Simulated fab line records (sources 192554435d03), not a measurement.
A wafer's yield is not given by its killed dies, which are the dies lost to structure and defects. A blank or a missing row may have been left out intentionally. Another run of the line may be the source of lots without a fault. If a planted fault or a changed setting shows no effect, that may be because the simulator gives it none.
Chamber matching :: flow n5_finfet :: N5_BEOL_M7_CURE_75 on uv_cure-01 has 3 sister chambers
The step cures SiCOH lowk, time 120 s. 6 wafers are shown with their chamber, then 9 later ones without.

## WAFERS WITH THEIR CHAMBER
wafer: L077.4
chamber: 2
wafer_temp_C_max: 371.8
lamp_power_pct (%): 52.28

wafer: L077.5
chamber: 2
wafer_temp_C_max: 372.2
lamp_power_pct (%): 52.39

wafer: L080.3
chamber: 1
wafer_temp_C_max: 372.6
lamp_power_pct (%): 52.24

wafer: L080.6
chamber: 1
wafer_temp_C_max: 373.1
lamp_power_pct (%): 52.25

wafer: L081.5
chamber: 0
wafer_temp_C_max: 372.8
lamp_power_pct (%): 52.34

wafer: L081.6
chamber: 0
wafer_temp_C_max: 372.7
lamp_power_pct (%): 52.35

## WAFERS WITH NO CHAMBER GIVEN
wafer: L084.3
wafer_temp_C_max: 372.1
lamp_power_pct (%): 52.24

wafer: L084.4
wafer_temp_C_max: 372.6
lamp_power_pct (%): 52.34

wafer: L084.5
wafer_temp_C_max: 372.3
lamp_power_pct (%): 52.38

wafer: L093.2
wafer_temp_C_max: 372.1
lamp_power_pct (%): 52.34

wafer: L093.3
wafer_temp_C_max: 372.3
lamp_power_pct (%): 52.33

wafer: L093.5
wafer_temp_C_max: 372.6
lamp_power_pct (%): 52.31

wafer: L095.1
wafer_temp_C_max: 372.5
lamp_power_pct (%): 52.37

wafer: L095.4
wafer_temp_C_max: 372.6
lamp_power_pct (%): 52.15

wafer: L095.5
wafer_temp_C_max: 371.5
lamp_power_pct (%): 52.25

## THE CHAMBER EACH PASSED THROUGH
wafer: L084.3
from the rows above: can't be placed: 2 or 1 or 0
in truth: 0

wafer: L084.4
from the rows above: can't be placed: 0 or 2 or 1
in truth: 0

wafer: L084.5
from the rows above: can't be placed: 2 or 0
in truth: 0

wafer: L093.2
from the rows above: 2
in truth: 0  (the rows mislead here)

wafer: L093.3
from the rows above: can't be placed: 2 or 0 or 1
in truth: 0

wafer: L093.5
from the rows above: can't be placed: 0 or 1 or 2
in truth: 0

wafer: L095.1
from the rows above: can't be placed: 0 or 2 or 1
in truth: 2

wafer: L095.4
from the rows above: 1
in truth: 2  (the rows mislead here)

wafer: L095.5
from the rows above: 2
in truth: 2
Correct placement for 1 of the 9. Cannot be placed on the basis of these rows: 6; the candidates contain the true chamber in 6. Placed wrongly: 2.
How it was worked out, from the rows above alone: a wafer's distance from a chamber is the root of the sum, over the readings, of the square of ((its reading less the chamber's mean) divided by the reading's scatter). The wafer belongs to the nearest chamber; if the next one is less than 2 further off, it can't be placed. For every chamber, the mean is computed from those of its wafers that are shown. The scatter: the root of (the sum of the squares of (reading less its chamber's mean) over the shown wafers, divided by (wafers less chambers)).
